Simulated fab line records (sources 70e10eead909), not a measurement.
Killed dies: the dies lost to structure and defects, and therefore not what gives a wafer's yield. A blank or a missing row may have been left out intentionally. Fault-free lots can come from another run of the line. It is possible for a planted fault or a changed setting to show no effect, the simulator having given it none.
fab line records -- flow nand-harc -- part 1 of 2: steps 1 to 24 of 35
[record] lots = 5, wafers = 15, last-day = 24
route steps=1159 shown P_GATE@182
lots that met no fault: from a run of the same line without faults
start-h: the number of hours between the record's first day and the start of the first shown wafer of the lot -- wait-h: how many hours have passed since the lot's step before this one -- " the same as in the row above -- L1.1+2: several wafers, shown together as one row -- - either no value or no given start -- * or withheld: withheld -- < > ~ a bound
route shown NAME@n: a module of which the file shows steps, and the number in the route of the first -- usual: mean/standard deviation taken from wafers without a fault -- same: alike in all rows -- chamber/n: place in a boat -- sites: readings site by site -- _std_site: the standard deviation of these -- _edge_site: outer sites' mean less inner sites' -- radius-mm: for every site, how far away it sits from the centre of the wafer -- mask NAME#n: copy n -- behind: the last tool/chamber to shape the wafer -- hold: what put the lot on hold/how long, in hours/how the hold closed -- device: transistor that didn't switch, given as n, p or np -- end of line: the same wafers' tests at the end of the route -- where a step has no rows: the recipe by itself -- killed: count of dies lost to structure and defects at first sort (not the wafer's yield) -- map: the dies of a wafer, with x for killed, . for not killed, _ for no die there
set.NAME: the setting the step ran with; set.NAME@STEP: the setting that earlier step ran with -- model.NAME: the simulator's own value behind a step, which no gauge read
lots seen at some steps along the route; tables by step, rows by wafer
services: when a tool's chamber went out of use (start-h, in hours from the record's first day, below 0 if earlier), for how many hours, and the reason
[[steps]]
[step NHARC_P_GATE_EXPOSE_56]
[recipe] na = 0.6, target-cd-nm = 720, dose-mj = 14.81, mask-id = P_PSD
[usual] stage-vel-mm-s = 500.04/0.27
lot.wafer,tool,chamber,start-h,wait-h,mask,stage-vel-mm-s
L075.1,krf-scanner-01,0,105.78,-,P_PSD#0,500.51
L075.3,krf-scanner-01,0,105.78,-,P_PSD#0,500.31
L075.6,krf-scanner-01,0,105.78,-,P_PSD#0,500.28
L078.3,krf-scanner-03,0,126.14,-,P_PSD#0,500.14
L078.5,krf-scanner-03,0,126.14,-,P_PSD#0,500.17
L078.6,krf-scanner-03,0,126.14,-,P_PSD#0,500.27
L081.1,krf-scanner-02,0,144.40,-,P_PSD#0,499.97
L081.3,krf-scanner-02,0,144.40,-,P_PSD#0,499.96
L081.6,krf-scanner-02,0,144.40,-,P_PSD#0,500.10
L091.2,krf-scanner-01,0,205.64,-,P_PSD#0,500.06
L091.4,krf-scanner-01,0,205.64,-,P_PSD#0,500.11
L091.6,krf-scanner-01,0,205.64,-,P_PSD#0,500.21
L092.1,krf-scanner-03,0,205.92,-,P_PSD#0,500.26
L092.3,krf-scanner-03,0,205.92,-,P_PSD#0,500.01
L092.6,krf-scanner-03,0,205.92,-,P_PSD#0,500.31
[step NHARC_P_GATE_PEB_57]
[recipe] peb-temp-c = 118, peb-time-s = 85
[usual] exhaust-pa = 45.0/0.85
[same] peb-time-s = 85
lot.wafer,tool,chamber,start-h,wait-h,exhaust-pa
L075.1,litho-track-02,0,105.84,0.1,44.2
L075.3,litho-track-02,0,105.84,0.1,45.1
L075.6,litho-track-02,0,105.84,0.1,44.6
L078.3,litho-track-05,0,126.20,0.1,44.5
L078.5,litho-track-05,0,126.20,0.1,46.3
L078.6,litho-track-05,0,126.20,0.1,44.6
L081.1,litho-track-05,0,144.47,0.1,45.9
L081.3,litho-track-05,0,144.47,0.1,43.4
L081.6,litho-track-05,0,144.47,0.1,44.5
L091.2,litho-track-02,0,205.71,0.1,45.7
L091.4,litho-track-02,0,205.71,0.1,45.0
L091.6,litho-track-02,0,205.71,0.1,45.6
L092.1,litho-track-02,0,205.98,0.1,44.1
L092.3,litho-track-02,0,205.98,0.1,42.9
L092.6,litho-track-02,0,205.98,0.1,44.1
[step NHARC_P_GATE_DEVELOP_58]
[recipe] time-s = 70
[usual] exhaust-pa = 45.1/0.98
lot.wafer,tool,chamber,start-h,wait-h,exhaust-pa
L075.1,litho-track-02,0,-,-,46.1
L075.3,litho-track-02,0,-,-,46.6
L075.6,litho-track-02,0,-,-,45.6
L078.3,litho-track-05,0,-,-,44.6
L078.5,litho-track-05,0,-,-,45.0
L078.6,litho-track-05,0,-,-,44.3
L081.1,litho-track-05,0,-,-,44.4
L081.3,litho-track-05,0,-,-,43.2
L081.6,litho-track-05,0,-,-,44.1
L091.2,litho-track-02,0,-,-,45.7
L091.4,litho-track-02,0,-,-,44.9
L091.6,litho-track-02,0,-,-,43.9
L092.1,litho-track-02,0,-,-,43.4
L092.3,litho-track-02,0,-,-,43.4
L092.6,litho-track-02,0,-,-,45.3
[step NHARC_P_GATE_CD_MEAS_59]
[recipe] target-cd-nm = 720, landing-energy-ev = 500
[usual] cd-nm = 719.6/2
lot.wafer,tool,chamber,start-h,wait-h,cd-nm
L075.1,cd-sem-01,0,105.93,-,718.6
L075.3,cd-sem-01,0,105.93,-,720.1
L075.6,cd-sem-01,0,105.93,-,714.9
L078.3,cd-sem-03,0,126.29,-,718.5
L078.5,cd-sem-03,0,126.29,-,719.0
L078.6,cd-sem-03,0,126.29,-,718.0
L081.1,cd-sem-01,0,144.56,-,719.0
L081.3,cd-sem-01,0,144.56,-,720.6
L081.6,cd-sem-01,0,144.56,-,719.7
L091.2,cd-sem-01,0,205.80,-,718.9
L091.4,cd-sem-01,0,205.80,-,719.9
L091.6,cd-sem-01,0,205.80,-,719.1
L092.1,cd-sem-03,0,206.07,-,718.4
L092.3,cd-sem-03,0,206.07,-,718.3
L092.6,cd-sem-03,0,206.07,-,722.7
[step NHARC_P_GATE_HARDBAKE_60]
[recipe] temp-c = 125, time-s = 80
[usual] exhaust-pa = 45.0/0.82
lot.wafer,tool,chamber,start-h,wait-h,exhaust-pa
L075.1,litho-track-02,0,106.01,-,45.0
L075.3,litho-track-02,0,106.01,-,43.9
L075.6,litho-track-02,0,106.01,-,44.1
L078.3,litho-track-02,0,126.37,-,45.9
L078.5,litho-track-02,0,126.37,-,44.8
L078.6,litho-track-02,0,126.37,-,45.8
L081.1,litho-track-02,0,144.64,-,44.7
L081.3,litho-track-02,0,144.64,-,45.4
L081.6,litho-track-02,0,144.64,-,44.7
L091.2,litho-track-02,0,205.88,-,45.3
L091.4,litho-track-02,0,205.88,-,44.9
L091.6,litho-track-02,0,205.88,-,44.2
L092.1,litho-track-05,0,206.15,-,43.6
L092.3,litho-track-05,0,206.15,-,43.9
L092.6,litho-track-05,0,206.15,-,43.7
[step NHARC_P_GATE_DESCUM_61]
[recipe] time-s = 3, o2-flow-sccm = 200, ar-flow-sccm = 0, bias-power-w = 0, chemistry = O2
[usual] drypump-motor-current-A = 5.8/0.31, oes-product-au = 0.997/0.013, rf-vpp-V = 57.6/0.93, showerhead-plenum-p-Torr = 1.88/0.086, throttle-valve-pct = 11.310/0.0086
lot.wafer,tool,chamber,start-h,wait-h,drypump-motor-current-A,oes-product-au,rf-hours-counter-h,rf-vpp-V,showerhead-plenum-p-Torr,throttle-valve-pct
L075.1,rie-diel-03,0,106.13,-,6.1,0.971,22,56.4,1.86,11.314
L075.3,rie-diel-03,1,106.13,-,6.4,0.971,21,58.0,1.87,11.317
L075.6,rie-diel-03,0,106.13,-,6.1,0.983,-,57.0,1.86,11.313
L078.3,rie-diel-03,0,126.45,-,6.1,0.982,29,58.7,1.86,11.313
L078.6,rie-diel-03,0,126.45,-,6.0,0.980,-,57.7,1.86,11.310
L078.5,rie-diel-03,1,126.45,-,6.4,0.991,-,57.1,1.87,11.307
L081.1,rie-diel-03,2,144.72,-,5.9,1.011,35,56.9,1.79,11.307
L081.3,rie-diel-03,0,144.72,-,6.1,0.989,36,56.6,1.86,11.314
L081.6,rie-diel-03,2,144.72,-,5.9,1.010,-,58.4,1.79,11.295
L091.2,rie-diel-06,1,205.97,-,5.8,1.010,25,56.6,1.92,11.316
L091.4,rie-diel-06,2,205.97,-,5.6,0.983,25,57.8,2.02,11.305
L091.6,rie-diel-06,0,205.97,-,5.4,1.001,-,56.6,1.83,11.309
L092.1,rie-diel-06,1,206.25,-,5.8,1.008,25,58.0,1.92,11.314
L092.3,rie-diel-06,3,206.25,-,6.0,1.009,25,57.9,1.78,11.313
L092.6,rie-diel-06,0,206.25,-,5.4,1.004,-,56.4,1.83,11.302
[step NHARC_P_GATE_IMPLANT_62]
[recipe] energy-kev = 20, dose-cm2 = 3e+15, tilt-deg = 7
lot.wafer,tool,chamber,start-h,wait-h
L075.1+3+6,implanter-02,0,106.27,0.1
L078.3+5+6,implanter-01,0,126.68,0.2
L081.1+3+6,implanter-01,0,144.89,0.2
L091.2+4+6,implanter-02,0,206.13,0.2
L092.1+3+6,implanter-01,0,206.38,0.1
[step NHARC_P_GATE_STRIP_112]
[recipe] power-w = 1500, temp-c = 110, time-s = 200, chemistry = N2/H2
[usual] drypump-motor-current-A = 5.6/0.4, heater-power-w = 90/11, temp-c = 110.01/0.13
lot.wafer,tool,chamber,start-h,wait-h,drypump-motor-current-A,heater-power-w,rf-hours-counter-h,temp-c
L075.1,plasma-asher-02,1,106.56,0.3,5.0,77,31,109.93
L075.3,plasma-asher-02,0,106.56,0.3,5.7,105,-,110.19
L075.6,plasma-asher-02,0,106.56,0.3,5.8,106,-,109.94
L078.3,plasma-asher-02,0,126.93,0.2,5.7,105,-,110.19
L078.6,plasma-asher-02,0,126.93,0.2,5.8,107,-,110.01
L078.5,plasma-asher-02,1,126.93,0.2,5.1,77,-,110.14
L081.1,plasma-asher-02,1,145.12,0.2,5.0,77,45,110.04
L081.3,plasma-asher-02,0,145.12,0.2,5.7,104,-,109.96
L081.6,plasma-asher-02,1,145.12,0.2,5.0,76,-,110.02
L091.2,plasma-asher-01,1,206.32,0.2,6.2,91,30,110.10
L091.4,plasma-asher-01,0,206.32,0.2,5.6,89,-,109.81
L091.6,plasma-asher-01,0,206.32,0.2,5.6,85,-,110.05
L092.1,plasma-asher-02,0,206.61,0.2,5.7,103,4,109.92
L092.3,plasma-asher-02,0,206.61,0.2,5.8,106,-,109.88
L092.6,plasma-asher-02,1,206.61,0.2,5.1,76,-,109.93
[step NHARC_P_GATE_STRIP_76]
[recipe] power-w = 1500, temp-c = 250, chemistry = O2
[usual] drypump-motor-current-A = 5.6/0.39, heater-power-w = 336/41, temp-c = 250.00/0.18
lot.wafer,tool,chamber,start-h,wait-h,drypump-motor-current-A,heater-power-w,rf-hours-counter-h,temp-c
L075.1,plasma-asher-02,1,106.82,0.2,5.1,292,31,249.69
L075.3,plasma-asher-02,0,106.82,0.2,5.7,395,-,250.05
L075.6,plasma-asher-02,0,106.82,0.2,5.7,395,-,249.85
L078.3,plasma-asher-02,0,127.12,0.2,5.7,390,-,249.83
L078.6,plasma-asher-02,0,127.12,0.2,5.7,406,-,250.14
L078.5,plasma-asher-02,1,127.12,0.2,5.1,296,-,249.71
L081.1,plasma-asher-02,1,145.38,0.2,5.1,285,46,250.20
L081.3,plasma-asher-02,0,145.38,0.2,5.7,395,-,250.16
L081.6,plasma-asher-02,1,145.38,0.2,5.1,288,-,250.00
L091.2,plasma-asher-01,1,206.58,0.2,6.2,347,31,249.99
L091.4,plasma-asher-01,0,206.58,0.2,5.6,317,-,250.13
L091.6,plasma-asher-01,0,206.58,0.2,5.5,312,-,250.08
L092.1,plasma-asher-02,0,206.87,0.2,5.8,388,4,250.18
L092.3,plasma-asher-02,0,206.87,0.2,5.7,388,-,249.97
L092.6,plasma-asher-02,1,206.87,0.2,5.1,277,-,250.35
[step NHARC_P_GATE_STRIP_63]
[recipe] time-s = 900, temp-c = 130, chemistry = SPM
[usual] temp-c = 130.01/0.14
lot.wafer,tool,chamber,start-h,wait-h,temp-c
L075.1,wet-bench-04,6,106.97,0.1,129.99
L075.6,wet-bench-04,7,106.97,0.1,130.15
L075.3,wet-bench-04,1,106.97,0.1,130.14
L078.3,wet-bench-09,3,127.24,0.1,130.11
L078.5,wet-bench-09,6,127.24,0.1,130.09
L078.6,wet-bench-09,0,127.24,0.1,130.03
L081.6,wet-bench-05,2,145.53,0.1,130.07
L081.1,wet-bench-05,3,145.53,0.1,129.89
L081.3,wet-bench-05,5,145.53,0.1,130.00
L091.6,wet-bench-04,1,206.72,0.1,129.87
L091.4,wet-bench-04,2,206.72,0.1,129.77
L091.2,wet-bench-04,3,206.72,0.1,130.02
L092.3,wet-bench-09,7,207.02,0.1,130.15
L092.6,wet-bench-09,2,207.02,0.1,129.81
L092.1,wet-bench-09,3,207.02,0.1,130.22
[step NHARC_P_GATE_DEHYDRATE_83]
[recipe] temp-c = 150, time-s = 120
[usual] exhaust-pa = 45.0/0.83
lot.wafer,tool,chamber,start-h,wait-h,exhaust-pa
L075.1,litho-track-03,0,107.32,-,43.4
L075.3,litho-track-03,0,107.32,-,44.7
L075.6,litho-track-03,0,107.32,-,45.1
L078.3,litho-track-03,0,127.60,-,43.8
L078.5,litho-track-03,0,127.60,-,45.3
L078.6,litho-track-03,0,127.60,-,44.6
L081.1,litho-track-03,0,145.87,-,44.0
L081.3,litho-track-03,0,145.87,-,44.6
L081.6,litho-track-03,0,145.87,-,43.9
L091.2,litho-track-05,0,207.08,-,46.1
L091.4,litho-track-05,0,207.08,-,45.2
L091.6,litho-track-05,0,207.08,-,45.1
L092.1,litho-track-02,0,207.36,-,45.3
L092.3,litho-track-02,0,207.36,-,44.8
L092.6,litho-track-02,0,207.36,-,45.2
[step NHARC_P_GATE_HMDS_84]
[recipe] time-s = 30
[usual] exhaust-pa = 45.0/0.91
lot.wafer,tool,chamber,start-h,wait-h,exhaust-pa
L075.1,litho-track-03,0,-,-,45.9
L075.3,litho-track-03,0,-,-,44.5
L075.6,litho-track-03,0,-,-,45.9
L078.3,litho-track-03,0,-,-,43.2
L078.5,litho-track-03,0,-,-,43.1
L078.6,litho-track-03,0,-,-,44.3
L081.1,litho-track-03,0,-,-,44.8
L081.3,litho-track-03,0,-,-,45.2
L081.6,litho-track-03,0,-,-,45.2
L091.2,litho-track-05,0,-,-,47.6
L091.4,litho-track-05,0,-,-,45.5
L091.6,litho-track-05,0,-,-,45.9
L092.1,litho-track-02,0,-,-,44.3
L092.3,litho-track-02,0,-,-,46.1
L092.6,litho-track-02,0,-,-,45.2
[step NHARC_P_GATE_COAT_85]
[recipe] spin-rpm = 3000
[usual] exhaust-pa = 45.0/0.9
lot.wafer,tool,chamber,start-h,wait-h,exhaust-pa
L075.1,litho-track-03,0,-,-,45.4
L075.3,litho-track-03,0,-,-,45.4
L075.6,litho-track-03,0,-,-,45.2
L078.3,litho-track-03,0,-,-,46.5
L078.5,litho-track-03,0,-,-,44.0
L078.6,litho-track-03,0,-,-,45.7
L081.1,litho-track-03,0,-,-,46.0
L081.3,litho-track-03,0,-,-,44.8
L081.6,litho-track-03,0,-,-,45.5
L091.2,litho-track-05,0,-,-,43.9
L091.4,litho-track-05,0,-,-,43.5
L091.6,litho-track-05,0,-,-,43.2
L092.1,litho-track-02,0,-,-,44.8
L092.3,litho-track-02,0,-,-,43.7
L092.6,litho-track-02,0,-,-,45.6
[step NHARC_P_GATE_SOFTBAKE_86]
[recipe] temp-c = 122, time-s = 95
[usual] exhaust-pa = 45.1/1
lot.wafer,tool,chamber,start-h,wait-h,exhaust-pa
L075.1,litho-track-03,0,-,-,45.5
L075.3,litho-track-03,0,-,-,44.3
L075.6,litho-track-03,0,-,-,45.2
L078.3,litho-track-03,0,-,-,45.2
L078.5,litho-track-03,0,-,-,46.0
L078.6,litho-track-03,0,-,-,46.5
L081.1,litho-track-03,0,-,-,44.4
L081.3,litho-track-03,0,-,-,45.0
L081.6,litho-track-03,0,-,-,44.9
L091.2,litho-track-05,0,-,-,42.8
L091.4,litho-track-05,0,-,-,44.0
L091.6,litho-track-05,0,-,-,43.1
L092.1,litho-track-02,0,-,-,44.5
L092.3,litho-track-02,0,-,-,45.0
L092.6,litho-track-02,0,-,-,45.6
[step NHARC_P_GATE_EBR_87]
[usual] exhaust-pa = 45.0/0.95
lot.wafer,tool,chamber,start-h,wait-h,exhaust-pa
L075.1,litho-track-03,0,-,-,45.5
L075.3,litho-track-03,0,-,-,44.6
L075.6,litho-track-03,0,-,-,44.9
L078.3,litho-track-03,0,-,-,45.0
L078.5,litho-track-03,0,-,-,43.8
L078.6,litho-track-03,0,-,-,45.6
L081.1,litho-track-03,0,-,-,46.0
L081.3,litho-track-03,0,-,-,44.8
L081.6,litho-track-03,0,-,-,45.5
L091.2,litho-track-05,0,-,-,45.1
L091.4,litho-track-05,0,-,-,44.2
L091.6,litho-track-05,0,-,-,44.6
L092.1,litho-track-02,0,-,-,45.2
L092.3,litho-track-02,0,-,-,46.1
L092.6,litho-track-02,0,-,-,44.2
[step NHARC_P_GATE_EXPOSE_88]
[recipe] na = 0.6, target-cd-nm = 2000, dose-mj = 11.87, mask-id = P_HVN
[usual] stage-vel-mm-s = 499.97/0.27
lot.wafer,tool,chamber,start-h,wait-h,mask,stage-vel-mm-s
L075.1,krf-scanner-03,0,107.59,-,P_HVN#0,500.24
L075.3,krf-scanner-03,0,107.59,-,P_HVN#0,499.85
L075.6,krf-scanner-03,0,107.59,-,P_HVN#0,500.34
L078.3,krf-scanner-02,0,127.88,-,P_HVN#0,499.98
L078.5,krf-scanner-02,0,127.88,-,P_HVN#0,499.63
L078.6,krf-scanner-02,0,127.88,-,P_HVN#0,499.79
L081.1,krf-scanner-01,0,146.14,-,P_HVN#0,499.77
L081.3,krf-scanner-01,0,146.14,-,P_HVN#0,499.73
L081.6,krf-scanner-01,0,146.14,-,P_HVN#0,500.12
L091.2,krf-scanner-03,0,207.35,-,P_HVN#0,499.97
L091.4,krf-scanner-03,0,207.35,-,P_HVN#0,499.72
L091.6,krf-scanner-03,0,207.35,-,P_HVN#0,500.15
L092.1,krf-scanner-02,0,207.63,-,P_HVN#0,499.51
L092.3,krf-scanner-02,0,207.63,-,P_HVN#0,499.57
L092.6,krf-scanner-02,0,207.63,-,P_HVN#0,499.65
[step NHARC_P_GATE_PEB_89]
[recipe] peb-temp-c = 118, peb-time-s = 85
[usual] exhaust-pa = 44.9/0.78
[same] peb-time-s = 85
lot.wafer,tool,chamber,start-h,wait-h,exhaust-pa
L075.1,litho-track-03,0,107.65,0.1,43.8
L075.3,litho-track-03,0,107.65,0.1,45.6
L075.6,litho-track-03,0,107.65,0.1,45.7
L078.3,litho-track-02,0,127.93,0.1,45.4
L078.5,litho-track-02,0,127.93,0.1,45.1
L078.6,litho-track-02,0,127.93,0.1,44.0
L081.1,litho-track-05,0,146.20,0.1,44.0
L081.3,litho-track-05,0,146.20,0.1,45.8
L081.6,litho-track-05,0,146.20,0.1,45.8
L091.2,litho-track-05,0,207.41,0.1,44.1
L091.4,litho-track-05,0,207.41,0.1,45.6
L091.6,litho-track-05,0,207.41,0.1,44.1
L092.1,litho-track-02,0,207.69,0.1,43.4
L092.3,litho-track-02,0,207.69,0.1,43.5
L092.6,litho-track-02,0,207.69,0.1,43.4
[step NHARC_P_GATE_DEVELOP_90]
[recipe] time-s = 70
[usual] exhaust-pa = 44.8/0.88
lot.wafer,tool,chamber,start-h,wait-h,exhaust-pa
L075.1,litho-track-03,0,-,-,45.2
L075.3,litho-track-03,0,-,-,45.5
L075.6,litho-track-03,0,-,-,44.5
L078.3,litho-track-02,0,-,-,45.2
L078.5,litho-track-02,0,-,-,45.5
L078.6,litho-track-02,0,-,-,45.2
L081.1,litho-track-05,0,-,-,43.9
L081.3,litho-track-05,0,-,-,44.1
L081.6,litho-track-05,0,-,-,45.2
L091.2,litho-track-05,0,-,-,44.9
L091.4,litho-track-05,0,-,-,44.1
L091.6,litho-track-05,0,-,-,45.0
L092.1,litho-track-02,0,-,-,44.8
L092.3,litho-track-02,0,-,-,45.0
L092.6,litho-track-02,0,-,-,45.1
[step NHARC_P_GATE_CD_MEAS_91]
[recipe] target-cd-nm = 2000, landing-energy-ev = 500
[usual] cd-nm = 1999.2/2.2
lot.wafer,tool,chamber,start-h,wait-h,cd-nm
L075.1,cd-sem-01,0,107.75,-,2002.8
L075.3,cd-sem-01,0,107.75,-,2002.6
L075.6,cd-sem-01,0,107.75,-,2001.4
L078.3,cd-sem-03,0,128.03,-,1996.8
L078.5,cd-sem-03,0,128.03,-,2000.0
L078.6,cd-sem-03,0,128.03,-,1998.0
L081.1,cd-sem-03,0,146.29,-,1997.5
L081.3,cd-sem-03,0,146.29,-,2000.2
L081.6,cd-sem-03,0,146.29,-,1998.8
L091.2,cd-sem-01,0,207.50,-,2000.6
L091.4,cd-sem-01,0,207.50,-,1998.7
L091.6,cd-sem-01,0,207.50,-,2000.5
L092.1,cd-sem-01,0,207.78,-,2001.0
L092.3,cd-sem-01,0,207.78,-,1995.7
L092.6,cd-sem-01,0,207.78,-,1998.9
[step NHARC_P_GATE_HARDBAKE_92]
[recipe] temp-c = 125, time-s = 80
[usual] exhaust-pa = 44.8/0.95
lot.wafer,tool,chamber,start-h,wait-h,exhaust-pa
L075.1,litho-track-02,0,107.83,-,45.6
L075.3,litho-track-02,0,107.83,-,43.8
L075.6,litho-track-02,0,107.83,-,44.2
L078.3,litho-track-03,0,128.11,-,45.3
L078.5,litho-track-03,0,128.11,-,45.4
L078.6,litho-track-03,0,128.11,-,45.7
L081.1,litho-track-02,0,146.37,-,45.1
L081.3,litho-track-02,0,146.37,-,44.7
L081.6,litho-track-02,0,146.37,-,44.7
L091.2,litho-track-05,0,207.58,-,45.1
L091.4,litho-track-05,0,207.58,-,45.6
L091.6,litho-track-05,0,207.58,-,43.1
L092.1,litho-track-02,0,207.86,-,43.8
L092.3,litho-track-02,0,207.86,-,43.3
L092.6,litho-track-02,0,207.86,-,43.6
[step NHARC_P_GATE_DESCUM_93]
[recipe] time-s = 3, o2-flow-sccm = 200, ar-flow-sccm = 0, bias-power-w = 0, chemistry = O2
[usual] drypump-motor-current-A = 5.8/0.32, oes-product-au = 0.997/0.013, rf-vpp-V = 57.8/0.93, showerhead-plenum-p-Torr = 1.89/0.093, throttle-valve-pct = 11.311/0.0084
lot.wafer,tool,chamber,start-h,wait-h,drypump-motor-current-A,oes-product-au,rf-hours-counter-h,rf-vpp-V,showerhead-plenum-p-Torr,throttle-valve-pct
L075.1,rie-diel-06,1,107.91,-,5.8,1.006,8,59.1,1.92,11.308
L075.3,rie-diel-06,2,107.91,-,5.6,0.984,9,57.8,2.03,11.327
L075.6,rie-diel-06,1,107.91,-,5.8,1.000,-,57.8,1.92,11.317
L078.3,rie-diel-06,2,128.31,-,5.6,0.989,13,59.2,2.03,11.302
L078.6,rie-diel-06,2,128.31,-,5.6,0.995,-,59.2,2.03,11.308
L078.5,rie-diel-06,3,128.31,-,6.0,1.011,-,57.0,1.78,11.319
L081.3,rie-diel-13,3,146.46,-,6.1,0.981,9,59.1,1.79,11.305
L081.1,rie-diel-13,0,146.46,-,5.9,0.977,12,57.6,1.92,11.300
L081.6,rie-diel-13,3,146.46,-,6.1,0.984,-,57.1,1.79,11.312
L091.4,rie-diel-06,2,207.67,-,5.6,0.967,25,59.2,2.02,11.308
L091.2,rie-diel-06,0,207.67,-,5.4,0.996,25,55.0,1.83,11.300
L091.6,rie-diel-06,2,207.67,-,5.6,0.974,-,59.8,2.02,11.315
L092.3,rie-diel-06,3,207.94,-,6.0,1.009,25,56.6,1.78,11.300
L092.1,rie-diel-06,0,207.94,-,5.4,1.006,25,57.8,1.83,11.319
L092.6,rie-diel-06,0,207.94,-,5.4,0.997,-,56.5,1.83,11.298
[step NHARC_P_GATE_IMPLANT_94]
[recipe] energy-kev = 60, dose-cm2 = 2e+15, tilt-deg = 7
lot.wafer,tool,chamber,start-h,wait-h
L075.1+3+6,implanter-02,0,108.06,0.1
L078.3+5+6,implanter-01,0,128.52,0.2
L081.1+3+6,implanter-01,0,146.60,0.1
L091.2+4+6,implanter-01,0,207.84,0.1
L092.1+3+6,implanter-02,0,208.10,0.1
[step NHARC_P_GATE_STRIP_113]
[recipe] power-w = 1500, temp-c = 110, time-s = 740, chemistry = N2/H2
[usual] drypump-motor-current-A = 5.6/0.4, heater-power-w = 90/10, temp-c = 110.01/0.13
lot.wafer,tool,chamber,start-h,wait-h,drypump-motor-current-A,heater-power-w,rf-hours-counter-h,temp-c
L075.1,plasma-asher-02,1,108.28,0.2,5.1,77,32,109.94
L075.3,plasma-asher-02,1,108.28,0.2,5.1,78,-,110.23
L075.6,plasma-asher-02,0,108.28,0.2,5.7,106,-,109.88
L078.3,plasma-asher-02,0,129.06,0.5,5.7,104,-,109.96
L078.6,plasma-asher-02,1,129.06,0.5,5.1,76,-,110.02
L078.5,plasma-asher-02,0,129.06,0.5,5.7,108,-,109.94
L081.1,plasma-asher-01,1,146.94,0.3,6.2,92,10,109.74
L081.3,plasma-asher-01,1,146.94,0.3,6.2,91,-,109.77
L081.6,plasma-asher-01,0,146.94,0.3,5.6,87,-,109.93
L091.2,plasma-asher-02,0,208.06,0.2,5.8,104,5,109.95
L091.4,plasma-asher-02,0,208.06,0.2,5.8,103,-,110.00
L091.6,plasma-asher-02,1,208.06,0.2,5.1,76,-,109.79
L092.1,plasma-asher-01,1,208.33,0.2,6.2,93,32,109.78
L092.3,plasma-asher-01,1,208.33,0.2,6.2,94,-,109.94
L092.6,plasma-asher-01,0,208.33,0.2,5.6,86,-,109.78
[step NHARC_P_GATE_STRIP_95]
[recipe] power-w = 1500, temp-c = 250, chemistry = O2
[usual] drypump-motor-current-A = 5.6/0.4, heater-power-w = 335/39, temp-c = 250.00/0.18
lot.wafer,tool,chamber,start-h,wait-h,drypump-motor-current-A,heater-power-w,rf-hours-counter-h,temp-c
L075.1,plasma-asher-02,1,109.00,0.6,5.0,288,33,250.04
L075.3,plasma-asher-02,1,109.00,0.6,5.0,292,-,250.02
L075.6,plasma-asher-02,0,109.00,0.6,5.7,384,-,249.90
L078.3,plasma-asher-02,0,129.45,0.3,5.7,404,-,249.73
L078.6,plasma-asher-02,1,129.45,0.3,5.0,289,-,249.98
L078.5,plasma-asher-02,0,129.45,0.3,5.7,396,-,249.76
L081.1,plasma-asher-01,1,147.56,0.5,6.2,335,11,249.81
L081.3,plasma-asher-01,1,147.56,0.5,6.2,347,-,249.82
L081.6,plasma-asher-01,0,147.56,0.5,5.6,325,-,250.25
L091.2,plasma-asher-02,0,208.77,0.6,5.7,396,6,250.24
L091.4,plasma-asher-02,0,208.77,0.6,5.7,388,-,250.05
L091.6,plasma-asher-02,1,208.77,0.6,5.1,274,-,250.04
L092.1,plasma-asher-01,1,209.04,0.6,6.2,352,32,250.11
L092.3,plasma-asher-01,1,209.04,0.6,6.2,341,-,250.08
L092.6,plasma-asher-01,0,209.04,0.6,5.6,318,-,249.92
